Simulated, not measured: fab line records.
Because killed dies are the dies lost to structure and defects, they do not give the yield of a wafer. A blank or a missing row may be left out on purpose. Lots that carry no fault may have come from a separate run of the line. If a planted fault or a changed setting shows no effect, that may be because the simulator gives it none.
One fault through the eyes of 3 desks / flow n5Finfet / only its own numbers are on each desk; what lay behind them is given at the end

== DESK OF THE TOOL OWNER: rieDiel-05 ==
The tool's own readings at N5_SD_EPI_P_ETCH_36 (etches SiARC in CF4, target depth 45.5 nm, time 75.8 s): means of the sampled wafers that have a number, for each lot that ran on this tool. If a lot's mean is further than 4 standard deviations from the usual mean, the lot is out of limits and carries the mark OUT (the distance appears in the brackets).
Columns: A = drypumpMotorCurrentA at N5_SD_EPI_P_ETCH_36, usual 5.9 A; B = etchRfOnTimeS at N5_SD_EPI_P_ETCH_36, usual 76.2 s; C = oesProductAu at N5_SD_EPI_P_ETCH_36, usual 0.68 a.u.; D = rfVppV at N5_SD_EPI_P_ETCH_36, usual 183.8 V; E = showerheadPlenumPTorr at N5_SD_EPI_P_ETCH_36, usual 2.13 Torr; F = throttleValvePct at N5_SD_EPI_P_ETCH_36, usual 15.56 %
lot=L730; first seen here=day 4 03:37; A=6.4; B=76.6; C=0.76; D=183.2; E=2.09; F=15.43
lot=L733; first seen here=day 4 18:05; A=6.1; B=76.4; C=0.72; D=183.9; E=2.14; F=15.48
lot=L734; first seen here=day 5 05:00; A=6.1; B=76.3; C=0.72; D=183.9; E=2.14; F=15.49
lot=L741; first seen here=day 6 20:22; A=6.2; B=99.8 (+15) OUT; C=0.70; D=183.6; E=2.10; F=15.52
lot=L742; first seen here=day 7 06:21; A=6.3; B=101.9 (+16) OUT; C=0.68; D=183.1; E=2.08; F=15.49
lot=L744; first seen here=day 7 15:22; A=5.9; B=98.6 (+14) OUT; C=0.67; D=183.2; E=2.08; F=15.51
Finding of this desk: L741, L742, L744 out of limits; the first was L741 at day 6 20:22, on etchRfOnTimeS at N5_SD_EPI_P_ETCH_36. Within limits: L730, L733, L734.

== THE DEFECT DESK ==
Inspection counts along the route, by lot: the mean over sampled wafers that carry a number. If a lot's mean is further than 4 standard deviations from the usual mean, the lot is out of limits and carries the mark OUT (the distance appears in the brackets).
Columns: A = rawDefectCount at N5_SD_EPI_N_INSPECT_11, usual 2.1
lot=L730; first seen here=day 3 22:01; A=3.0
lot=L732; first seen here=day 4 09:18; A=2.0
lot=L733; first seen here=day 4 13:25; A=2.7
lot=L734; first seen here=day 4 22:24; A=1.7
lot=L741; first seen here=day 6 15:59; A=2.3
lot=L742; first seen here=day 7 01:32; A=1.7
lot=L744; first seen here=day 7 10:33; A=2.0
lot=L745; first seen here=day 7 13:13; A=3.0
lot=L749; first seen here=day 8 12:42; A=1.7
lot=L750; first seen here=day 8 18:27; A=1.3
This desk's finding: nothing out of limits on any of the 10 lots.

== FROM THE METROLOGY DESK ==
What the gauges read for every lot (on any tool): the sampled wafers with a number, averaged. If a lot's mean is further than 4 standard deviations from the usual mean, the lot is out of limits and carries the mark OUT (the distance appears in the brackets). Shown here are 7 of its 11 readings, the ones lying furthest out on some lot.
Columns: A = thkNm at N5_SD_EPI_P_EPI_MEAS_23, usual 61.0 nm; B = DIBL_N at N5_BEOL_M4_RC_MEAS_101, usual 36.0 mV/V; C = IOFF_N at N5_BEOL_M4_RC_MEAS_101, usual 0.156 nA/um; D = IOFF_P at N5_BEOL_M4_RC_MEAS_101, usual 0.21 nA/um; E = ION_P at N5_BEOL_M4_RC_MEAS_101, usual 463 uA/um; F = SS_P at N5_BEOL_M4_RC_MEAS_101, usual 73.3 mV/dec; G = VT_P at N5_BEOL_M4_RC_MEAS_101, usual -250 mV
lot=L730; first seen here=day 4 08:05; A=60.3; B=36.2; C=0.148; D=0.17; E=455; F=73.3; G=-254
lot=L732; first seen here=day 4 19:13; A=62.1; B=36.0; C=0.141; D=0.20; E=461; F=73.2; G=-250
lot=L733; first seen here=day 4 22:26; A=59.4; B=38.1; C=0.173; D=0.23; E=461; F=74.4; G=-251
lot=L734; first seen here=day 5 09:21; A=59.9; B=37.4; C=0.173; D=0.21; E=461; F=73.3; G=-250
lot=L741; first seen here=day 6 23:53; A=61.1; B=36.6; C=0.166; D=0.22; E=466; F=73.3; G=-249
lot=L742; first seen here=day 7 09:52; A=61.0; B=36.0; C=0.170; D=0.19; E=460; F=73.9; G=-253
lot=L744; first seen here=day 7 18:52; A=59.6; B=37.9; C=0.166; D=0.23; E=464; F=72.9; G=-249
lot=L745; first seen here=day 7 21:44; A=59.8; B=33.1; C=0.115; D=0.15; E=449; F=72.8; G=-257
lot=L749; first seen here=day 9 00:01; A=62.4; B=35.7; C=0.146; D=0.18; E=462; F=72.8; G=-254
lot=L750; first seen here=day 9 02:59; A=61.5; B=36.4; C=0.172; D=0.22; E=465; F=73.2; G=-251
This desk's finding: nothing out of limits on any of the 10 lots.

== ALL TOGETHER ==
At day 6 20:22, on L741, L742, L744, the tool owner's desk was in a position to raise an alarm.
The defect desk saw nothing out of limits.
From the metrology desk's view, nothing was out of limits.
The defect desk has L741, L742, L744 on record, within its limits.
The metrology desk has L741, L742, L744 on record, within its limits.
Of the lots named, all ran N5_SD_EPI_P_ETCH_36 on rieDiel-05.

== WHAT THE SIMULATOR HAD INSERTED ==
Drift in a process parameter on rieDiel-05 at N5_SD_EPI_P_ETCH_36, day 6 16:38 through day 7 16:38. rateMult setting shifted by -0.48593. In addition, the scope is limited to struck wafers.
Struck lots among those shown: L741, L742, L744.
How many hours passed from the start of the fault until each desk's first out-of-limits reading: the tool owner's desk, 4.
